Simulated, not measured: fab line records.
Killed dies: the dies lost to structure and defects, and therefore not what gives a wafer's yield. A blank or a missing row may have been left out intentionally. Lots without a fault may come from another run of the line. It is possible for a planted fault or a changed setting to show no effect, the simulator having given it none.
Which tool was responsible? :: flow n5_finfet :: 24 lots with 72 wafers sampled at 4 steps, on a route of 1938 steps

== WHAT THE GAUGES READ, wafer by wafer ==
N5_BEOL_M9_INSPECT_13: inspects for defects (brightfield).
lot: L074
measured: day 9 19:02
on: defect_inspect-02
raw_defect_count: 353 371 364

lot: L075
measured: day 9 19:23
on: defect_inspect-01
raw_defect_count: 422 505 537

lot: L077
measured: day 9 19:33
on: defect_inspect-02
raw_defect_count: 331 352 298

lot: L076
measured: day 10 01:23
on: defect_inspect-02
raw_defect_count: 440 421 397

lot: L079
measured: day 10 21:28
on: defect_inspect-02
raw_defect_count: 264 222 316

lot: L080
measured: day 10 21:29
on: defect_inspect-01
raw_defect_count: 428 329 371

lot: L078
measured: day 11 00:18
on: defect_inspect-02
raw_defect_count: 252 411 482

lot: L081
measured: day 11 06:59
on: defect_inspect-02
raw_defect_count: 321 242 365

lot: L082
measured: day 11 11:45
on: defect_inspect-01
raw_defect_count: 405 483 388

lot: L083
measured: day 11 11:55
on: defect_inspect-01
raw_defect_count: 458 288 445

lot: L084
measured: day 11 21:08
on: defect_inspect-01
raw_defect_count: 455 389 383

lot: L085
measured: day 12 08:38
on: defect_inspect-02
raw_defect_count: 416 311 349

lot: L086
measured: day 12 14:20
on: defect_inspect-02
raw_defect_count: 516 583 568

lot: L087
measured: day 12 22:01
on: defect_inspect-02
raw_defect_count: 444 331 322

lot: L088
measured: day 13 05:01
on: defect_inspect-01
raw_defect_count: 305 471 383

lot: L090
measured: day 13 05:11
on: defect_inspect-01
raw_defect_count: 489 489 376

lot: L089
measured: day 13 14:02
on: defect_inspect-01
raw_defect_count: 572 454 445

lot: L091
measured: day 13 14:21
on: defect_inspect-01
raw_defect_count: 368 405 446

lot: L092
measured: day 14 00:59
on: defect_inspect-01
raw_defect_count: 368 220 376

lot: L093
measured: day 14 12:51
on: defect_inspect-01
raw_defect_count: 404 344 425

lot: L094
measured: day 14 16:37
on: defect_inspect-01
raw_defect_count: 373 359 330

lot: L095
measured: day 14 17:05
on: defect_inspect-02
raw_defect_count: 521 370 379

lot: L096
measured: day 15 04:58
on: defect_inspect-02
raw_defect_count: 388 382 442

lot: L097
measured: day 15 09:44
on: defect_inspect-01
raw_defect_count: 352 378 446

N5_BEOL_M9_CD_MEAS_35: target cd 70 nm, target cd y 40 nm.
lot: L074
measured: day 9 21:08
on: cd_sem-01
cd_nm (nm): 69.8 70.1 69.9

lot: L075
measured: day 9 22:10
on: cd_sem-02
cd_nm (nm): 70.8 69.6 69.8

lot: L077
measured: day 10 00:26
on: cd_sem-01
cd_nm (nm): 69.7 69.8 69.6

lot: L076
measured: day 10 02:56
on: cd_sem-02
cd_nm (nm): 70.2 70.2 69.9

lot: L079
measured: day 10 23:15
on: cd_sem-01
cd_nm (nm): 70.4 69.9 69.5

lot: L080
measured: day 10 23:23
on: cd_sem-01
cd_nm (nm): 70.1 70.0 70.3

lot: L078
measured: day 11 02:06
on: cd_sem-02
cd_nm (nm): 69.7 69.6 69.5

lot: L081
measured: day 11 08:49
on: cd_sem-02
cd_nm (nm): 69.6 70.2 70.2

lot: L082
measured: day 11 13:28
on: cd_sem-02
cd_nm (nm): 70.4 69.5 69.9

lot: L083
measured: day 11 13:30
on: cd_sem-01
cd_nm (nm): 69.3 69.7 69.1

lot: L084
measured: day 11 23:01
on: cd_sem-02
cd_nm (nm): 69.7 71.1 70.0

lot: L085
measured: day 12 10:18
on: cd_sem-02
cd_nm (nm): 69.1 69.6 68.7

lot: L086
measured: day 12 17:04
on: cd_sem-01
cd_nm (nm): 69.1 69.2 69.0

lot: L087
measured: day 12 23:47
on: cd_sem-02
cd_nm (nm): 69.8 70.0 69.7

lot: L088
measured: day 13 08:31
on: cd_sem-01
cd_nm (nm): 69.8 70.1 70.0

lot: L090
measured: day 13 08:21
on: cd_sem-01
cd_nm (nm): 69.6 70.0 70.2

lot: L089
measured: day 13 17:48
on: cd_sem-01
cd_nm (nm): 70.3 69.9 70.6

lot: L091
measured: day 13 17:32
on: cd_sem-02
cd_nm (nm): 69.4 70.3 69.5

lot: L092
measured: day 14 06:08
on: cd_sem-01
cd_nm (nm): 70.2 70.5 69.6

lot: L093
measured: day 14 16:12
on: cd_sem-03
cd_nm (nm): 70.4 70.6 69.2

lot: L094
measured: day 14 19:19
on: cd_sem-02
cd_nm (nm): 69.7 69.2 69.6

lot: L095
measured: day 14 19:10
on: cd_sem-02
cd_nm (nm): 69.1 69.7 70.2

lot: L096
measured: day 15 06:50
on: cd_sem-02
cd_nm (nm): 70.8 70.1 70.3

lot: L097
measured: day 15 11:25
on: cd_sem-03
cd_nm (nm): 69.5 69.5 70.0

== WHICH TOOL RAN EACH LOT (tool, then ch and the chambers of the sampled wafers, then the start) ==
lot: L074
N5_BEOL_M8_SURFACE_TREAT_79: pvd_sputter-03, day 9 13:11
N5_BEOL_M9_ETCH_65: rie_diel-01 ch 1,3, day 9 20:28

lot: L075
N5_BEOL_M8_SURFACE_TREAT_79: pvd_sputter-03, day 9 13:55
N5_BEOL_M9_ETCH_65: rie_diel-05 ch 0,3, day 9 21:30

lot: L077
N5_BEOL_M8_SURFACE_TREAT_79: pvd_sputter-03, day 9 14:22
N5_BEOL_M9_ETCH_65: rie_diel-03 ch 1,2, day 9 23:47

lot: L076
N5_BEOL_M8_SURFACE_TREAT_79: pvd_sputter-03, day 9 21:14
N5_BEOL_M9_ETCH_65: rie_diel-05 ch 2,3, day 10 02:22

lot: L079
N5_BEOL_M8_SURFACE_TREAT_79: pvd_sputter-01, day 10 17:59
N5_BEOL_M9_ETCH_65: rie_diel-03 ch 0,3, day 10 22:41

lot: L080
N5_BEOL_M8_SURFACE_TREAT_79: pvd_sputter-02, day 10 18:11
N5_BEOL_M9_ETCH_65: rie_diel-01 ch 0,1,3, day 10 22:50

lot: L078
N5_BEOL_M8_SURFACE_TREAT_79: pvd_sputter-03, day 10 21:22
N5_BEOL_M9_ETCH_65: rie_diel-05 ch 2,3, day 11 01:32

lot: L081
N5_BEOL_M8_SURFACE_TREAT_79: pvd_sputter-02, day 11 00:07
N5_BEOL_M9_ETCH_65: rie_diel-01 ch 0,1,3, day 11 08:15

lot: L082
N5_BEOL_M8_SURFACE_TREAT_79: pvd_sputter-01, day 11 07:45
N5_BEOL_M9_ETCH_65: rie_diel-05 ch 0,1,3, day 11 12:54

lot: L083
N5_BEOL_M8_SURFACE_TREAT_79: pvd_sputter-01, day 11 07:47
N5_BEOL_M9_ETCH_65: rie_diel-01 ch 0,3, day 11 12:56

lot: L084
N5_BEOL_M8_SURFACE_TREAT_79: pvd_sputter-02, day 11 17:47
N5_BEOL_M9_ETCH_65: rie_diel-01 ch 1,2, day 11 22:27

lot: L085
N5_BEOL_M8_SURFACE_TREAT_79: pvd_sputter-03, day 12 03:57
N5_BEOL_M9_ETCH_65: rie_diel-05 ch 0,1,3, day 12 09:44

lot: L086
N5_BEOL_M8_SURFACE_TREAT_79: pvd_sputter-03, day 12 10:21
N5_BEOL_M9_ETCH_65: rie_diel-03 ch 1,2,3, day 12 16:30

lot: L087
N5_BEOL_M8_SURFACE_TREAT_79: pvd_sputter-03, day 12 18:41
N5_BEOL_M9_ETCH_65: rie_diel-01 ch 0,1,2, day 12 23:13

lot: L088
N5_BEOL_M8_SURFACE_TREAT_79: pvd_sputter-01, day 13 00:53
N5_BEOL_M9_ETCH_65: rie_diel-03 ch 0,3, day 13 07:58

lot: L090
N5_BEOL_M8_SURFACE_TREAT_79: pvd_sputter-01, day 13 01:22
N5_BEOL_M9_ETCH_65: rie_diel-01 ch 0,2,3, day 13 07:47

lot: L089
N5_BEOL_M8_SURFACE_TREAT_79: pvd_sputter-02, day 13 09:23
N5_BEOL_M9_ETCH_65: rie_diel-01 ch 0,1,3, day 13 17:14

lot: L091
N5_BEOL_M8_SURFACE_TREAT_79: pvd_sputter-01, day 13 10:05
N5_BEOL_M9_ETCH_65: rie_diel-05 ch 1,2, day 13 16:58

lot: L092
N5_BEOL_M8_SURFACE_TREAT_79: pvd_sputter-01, day 13 21:02
N5_BEOL_M9_ETCH_65: rie_diel-01 ch 0,3, day 14 05:35

lot: L093
N5_BEOL_M8_SURFACE_TREAT_79: pvd_sputter-03, day 14 07:28
N5_BEOL_M9_ETCH_65: rie_diel-05 ch 0,1, day 14 15:38

lot: L094
N5_BEOL_M8_SURFACE_TREAT_79: pvd_sputter-02, day 14 11:54
N5_BEOL_M9_ETCH_65: rie_diel-05 ch 1,2,3, day 14 18:46

lot: L095
N5_BEOL_M8_SURFACE_TREAT_79: pvd_sputter-01, day 14 13:08
N5_BEOL_M9_ETCH_65: rie_diel-03 ch 1,2,3, day 14 18:37

lot: L096
N5_BEOL_M8_SURFACE_TREAT_79: pvd_sputter-03, day 15 00:34
N5_BEOL_M9_ETCH_65: rie_diel-03 ch 2,3, day 15 06:16

lot: L097
N5_BEOL_M8_SURFACE_TREAT_79: pvd_sputter-03, day 15 04:32
N5_BEOL_M9_ETCH_65: rie_diel-05 ch 0,2,3, day 15 10:52
- N5_BEOL_M8_SURFACE_TREAT_79
- N5_BEOL_M9_ETCH_65: etches SiARC in CF4, target depth 15.6 nm, time 26 s.

== AS READ BY THE TOOLS THEMSELVES (means over the sampled wafers that have a number; for cases with no such wafer, the mark the record gives instead) ==
N5_BEOL_M9_ETCH_65.
lot: L074
tool: rie_diel-01
bias_w (W): 35.94
drypump_motor_current_A (A): 5.2
etch_rf_on_time_s (s): 25.1
oes_product_au (a.u.): 0.81
rf_vpp_V (V): 185.1
showerhead_plenum_p_Torr (Torr): 2.22
throttle_valve_pct (%): 15.27

lot: L075
tool: rie_diel-05
bias_w (W): 36.02
drypump_motor_current_A (A): 6.1
etch_rf_on_time_s (s): 25.4
oes_product_au (a.u.): 0.68
rf_vpp_V (V): 182.8
showerhead_plenum_p_Torr (Torr): 2.07
throttle_valve_pct (%): 15.58

lot: L077
tool: rie_diel-03
bias_w (W): 36.04
drypump_motor_current_A (A): 5.3
etch_rf_on_time_s (s): 26.1
oes_product_au (a.u.): 0.63
rf_vpp_V (V): 185.0
showerhead_plenum_p_Torr (Torr): 2.21
throttle_valve_pct (%): 15.52

lot: L076
tool: rie_diel-05
bias_w (W): 36.14
drypump_motor_current_A (A): 6.4
etch_rf_on_time_s (s): 26.2
oes_product_au (a.u.): 0.62
rf_vpp_V (V): 182.5
showerhead_plenum_p_Torr (Torr): 2.05
throttle_valve_pct (%): 15.73

lot: L079
tool: rie_diel-03
bias_w (W): 35.94
drypump_motor_current_A (A): 5.3
etch_rf_on_time_s (s): 26.2
oes_product_au (a.u.): 0.61
rf_vpp_V (V): 183.2
showerhead_plenum_p_Torr (Torr): 2.13
throttle_valve_pct (%): 15.59

lot: L080
tool: rie_diel-01
bias_w (W): 36.10
drypump_motor_current_A (A): 5.6
etch_rf_on_time_s (s): 25.5
oes_product_au (a.u.): 0.80
rf_vpp_V (V): 185.4
showerhead_plenum_p_Torr (Torr): 2.22
throttle_valve_pct (%): 15.33

lot: L078
tool: rie_diel-05
bias_w (W): 36.02
drypump_motor_current_A (A): 6.4
etch_rf_on_time_s (s): 26.2
oes_product_au (a.u.): 0.61
rf_vpp_V (V): 182.6
showerhead_plenum_p_Torr (Torr): 2.05
throttle_valve_pct (%): 15.75

lot: L081
tool: rie_diel-01
bias_w (W): 35.95
drypump_motor_current_A (A): 5.6
etch_rf_on_time_s (s): 25.1
oes_product_au (a.u.): 0.79
rf_vpp_V (V): 184.2
showerhead_plenum_p_Torr (Torr): 2.21
throttle_valve_pct (%): 15.34

lot: L082
tool: rie_diel-05
bias_w (W): 36.03
drypump_motor_current_A (A): 5.8
etch_rf_on_time_s (s): 25.6
oes_product_au (a.u.): 0.72
rf_vpp_V (V): 183.7
showerhead_plenum_p_Torr (Torr): 2.08
throttle_valve_pct (%): 15.52

lot: L083
tool: rie_diel-01
bias_w (W): 35.98
drypump_motor_current_A (A): 5.3
etch_rf_on_time_s (s): 25.2
oes_product_au (a.u.): 0.81
rf_vpp_V (V): 184.6
showerhead_plenum_p_Torr (Torr): 2.19
throttle_valve_pct (%): 15.29

lot: L084
tool: rie_diel-01
bias_w (W): 36.04
drypump_motor_current_A (A): 6.0
etch_rf_on_time_s (s): 25.6
oes_product_au (a.u.): 0.70
rf_vpp_V (V): 185.1
showerhead_plenum_p_Torr (Torr): 2.23
throttle_valve_pct (%): 15.59

lot: L085
tool: rie_diel-05
bias_w (W): 35.99
drypump_motor_current_A (A): 5.8
etch_rf_on_time_s (s): 25.7
oes_product_au (a.u.): 0.71
rf_vpp_V (V): 183.3
showerhead_plenum_p_Torr (Torr): 2.08
throttle_valve_pct (%): 15.54

lot: L086
tool: rie_diel-03
bias_w (W): 36.07
drypump_motor_current_A (A): 5.2
etch_rf_on_time_s (s): 26.1
oes_product_au (a.u.): 0.62
rf_vpp_V (V): 183.0
showerhead_plenum_p_Torr (Torr): 2.13
throttle_valve_pct (%): 15.56

lot: L087
tool: rie_diel-01
bias_w (W): 36.02
drypump_motor_current_A (A): 6.1
etch_rf_on_time_s (s): 25.5
oes_product_au (a.u.): 0.72
rf_vpp_V (V): 184.5
showerhead_plenum_p_Torr (Torr): 2.21
throttle_valve_pct (%): 15.61

lot: L088
tool: rie_diel-03
bias_w (W): 35.89
drypump_motor_current_A (A): 5.3
etch_rf_on_time_s (s): 26.0
oes_product_au (a.u.): 0.70
rf_vpp_V (V): 184.3
showerhead_plenum_p_Torr (Torr): 2.05
throttle_valve_pct (%): 15.41

lot: L090
tool: rie_diel-01
bias_w (W): 35.98
drypump_motor_current_A (A): 5.8
etch_rf_on_time_s (s): 25.3
oes_product_au (a.u.): 0.73
rf_vpp_V (V): 184.8
showerhead_plenum_p_Torr (Torr): 2.19
throttle_valve_pct (%): 15.56

lot: L089
tool: rie_diel-01
bias_w (W): 36.01
drypump_motor_current_A (A): 5.6
etch_rf_on_time_s (s): 25.2
oes_product_au (a.u.): 0.76
rf_vpp_V (V): 184.6
showerhead_plenum_p_Torr (Torr): 2.21
throttle_valve_pct (%): 15.38

lot: L091
tool: rie_diel-05
bias_w (W): 36.06
drypump_motor_current_A (A): 6.1
etch_rf_on_time_s (s): 25.8
oes_product_au (a.u.): 0.71
rf_vpp_V (V): 183.1
showerhead_plenum_p_Torr (Torr): 2.07
throttle_valve_pct (%): 15.60

lot: L092
tool: rie_diel-01
bias_w (W): 36.04
drypump_motor_current_A (A): 5.6
etch_rf_on_time_s (s): 25.4
oes_product_au (a.u.): 0.78
rf_vpp_V (V): 184.7
showerhead_plenum_p_Torr (Torr): 2.18
throttle_valve_pct (%): 15.38

lot: L093
tool: rie_diel-05
bias_w (W): 36.04
drypump_motor_current_A (A): 5.6
etch_rf_on_time_s (s): 25.6
oes_product_au (a.u.): 0.73
rf_vpp_V (V): 183.5
showerhead_plenum_p_Torr (Torr): 2.09
throttle_valve_pct (%): 15.49

lot: L094
tool: rie_diel-05
bias_w (W): 35.99
drypump_motor_current_A (A): 6.3
etch_rf_on_time_s (s): 25.9
oes_product_au (a.u.): 0.65
rf_vpp_V (V): 182.3
showerhead_plenum_p_Torr (Torr): 2.06
throttle_valve_pct (%): 15.69

lot: L095
tool: rie_diel-03
bias_w (W): 35.95
drypump_motor_current_A (A): 5.2
etch_rf_on_time_s (s): 26.0
oes_product_au (a.u.): 0.62
rf_vpp_V (V): 183.4
showerhead_plenum_p_Torr (Torr): 2.13
throttle_valve_pct (%): 15.58

lot: L096
tool: rie_diel-03
bias_w (W): 36.02
drypump_motor_current_A (A): 5.2
etch_rf_on_time_s (s): 26.2
oes_product_au (a.u.): 0.62
rf_vpp_V (V): 183.5
showerhead_plenum_p_Torr (Torr): 2.05
throttle_valve_pct (%): 15.59

lot: L097
tool: rie_diel-05
bias_w (W): 35.97
drypump_motor_current_A (A): 5.9
etch_rf_on_time_s (s): 25.9
oes_product_au (a.u.): 0.63
rf_vpp_V (V): 182.5
showerhead_plenum_p_Torr (Torr): 2.05
throttle_valve_pct (%): 15.69

== THE ANSWER, worked out from the rows above alone ==
Rule: the lots themselves supply what counts as usual. The widest of any qualifying gaps counts: lots, ordered by their means at a reading, are off when they make up no more than a third of the lots, leave a main group of 4 or more, and stand apart from it by 3 or more times the standard deviation of that group's means. A main group is skipped when, at the precision printed for the reading in the tables above, its means are all equal. A lot without any number at a reading at which 4 lots or more have one is off too. Where the step has rows for the other lots, those lots are counted as sound. Order of review: gauges by route order, followed by the tools' own readings, for which a lot's mean as printed above is used. At the first step where some lot is off, the reading lying furthest off is the one used; lots without a number count as furthest.
No lot is off at any reading shown: from this, nothing can be told.

== WHAT HAD BEEN PUT IN BY THE SIMULATOR ==
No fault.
